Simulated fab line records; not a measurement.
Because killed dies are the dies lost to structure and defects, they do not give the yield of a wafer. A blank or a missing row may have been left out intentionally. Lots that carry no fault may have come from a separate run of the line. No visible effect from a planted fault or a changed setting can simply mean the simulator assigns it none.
Matching of chambers + flow n5-finfet + N5_PMOS_HMC_CHANNEL_EPI_CMP_21 on cmp-04 has 4 sister chambers
The step polishes SiGe30, target thk 54 nm. 4 wafers are shown with their chamber, then 7 later ones without.

## WAFERS WITH THEIR CHAMBER
| wafer  | chamber | motor-current-A (A) |
|--------|---------|---------------------|
| L092.2 | 0       | 11.1                |
| L092.6 | 2       | 12.1                |
| L093.2 | 1       | 10.6                |
| L093.3 | 3       | 13.9                |

## WAFERS MISSING THEIR CHAMBER
| wafer  | motor-current-A (A) |
|--------|---------------------|
| L093.5 | 13.8                |
| L094.2 | 13.0                |
| L094.3 | 10.6                |
| L094.4 | 10.5                |
| L094.1 | 12.1                |
| L094.5 | 10.9                |
| L094.6 | 12.8                |

## WHICH CHAMBER EACH ONE RAN IN
| wafer  | from the rows above     | in truth |
|--------|-------------------------|----------|
| L093.5 | 3                       | 3        |
| L094.2 | can't be placed: 2 or 3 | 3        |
| L094.3 | can't be placed: 1 or 0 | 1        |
| L094.4 | can't be placed: 1 or 0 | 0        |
| L094.1 | 2                       | 2        |
| L094.5 | can't be placed: 0 or 1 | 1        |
| L094.6 | can't be placed: 2 or 3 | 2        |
Correct placement for 2 of the 7. From these rows, 5 cannot be placed; in 5 the true chamber is one of the candidates. Wrongly placed: 0.
How it was worked out, from the rows above alone: a wafer's distance from a chamber is the root of the sum, over the readings, of the square of ((its reading less the chamber's mean) divided by the reading's scatter). If the next closest chamber is less than 2 further off than the closest, the wafer can't be placed; otherwise it belongs to the closest. For every chamber, the mean is computed from those of its wafers that are shown. The scatter: root of mean squared gap, hidden wafer to nearest shown wafer, with one shown wafer a chamber.
